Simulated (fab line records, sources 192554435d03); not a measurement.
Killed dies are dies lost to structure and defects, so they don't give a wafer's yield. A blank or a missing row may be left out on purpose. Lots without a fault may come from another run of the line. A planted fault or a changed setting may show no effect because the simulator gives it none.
Chamber matching | flow n5_finfet | N5_STI_FIN_REVEAL_STRIP_24 on rie_diel-06: 4 sister chambers
The step strips in N2/H2, time 90 s. 4 wafers are shown with their chamber, then 10 later ones without.

WAFERS WITH THEIR CHAMBER
wafer  | chamber | drypump_motor_current_A (A)
L086.4 | 2       | 5.8
L087.6 | 3       | 5.1
L092.2 | 1       | 6.4
L092.3 | 0       | 5.2

WAFERS WITHOUT THEIR CHAMBER
wafer  | drypump_motor_current_A (A)
L092.5 | 5.2
L093.2 | 5.9
L093.5 | 6.4
L093.6 | 5.2
L096.3 | 5.1
L096.5 | 5.2
L096.6 | 6.3
L097.1 | 6.4
L097.3 | 5.1
L097.4 | 5.8

WHICH CHAMBER EACH WENT THROUGH
wafer  | from the rows above | in truth
L092.5 | 0                   | 0
L093.2 | 2                   | 2
L093.5 | 1                   | 1
L093.6 | 0                   | 0
L096.3 | 3                   | 3
L096.5 | 0                   | 0
L096.6 | 1                   | 1
L097.1 | 1                   | 1
L097.3 | 3                   | 3
L097.4 | 2                   | 2
Placed correctly: 10 of 10. Can't be placed from these rows: 0. Placed wrongly: 0.
How it was worked out, from the rows above alone: a wafer's distance from a chamber is the root of the sum, over the readings, of the square of ((its reading less the chamber's mean) divided by the reading's scatter). The wafer belongs to the nearest chamber; if the next one is less than 2 further off, it can't be placed. A chamber's mean is the mean of its shown wafers. The scatter: with one shown wafer a chamber, the root of the mean of the squares of how far each hidden wafer lies from its nearest shown one.
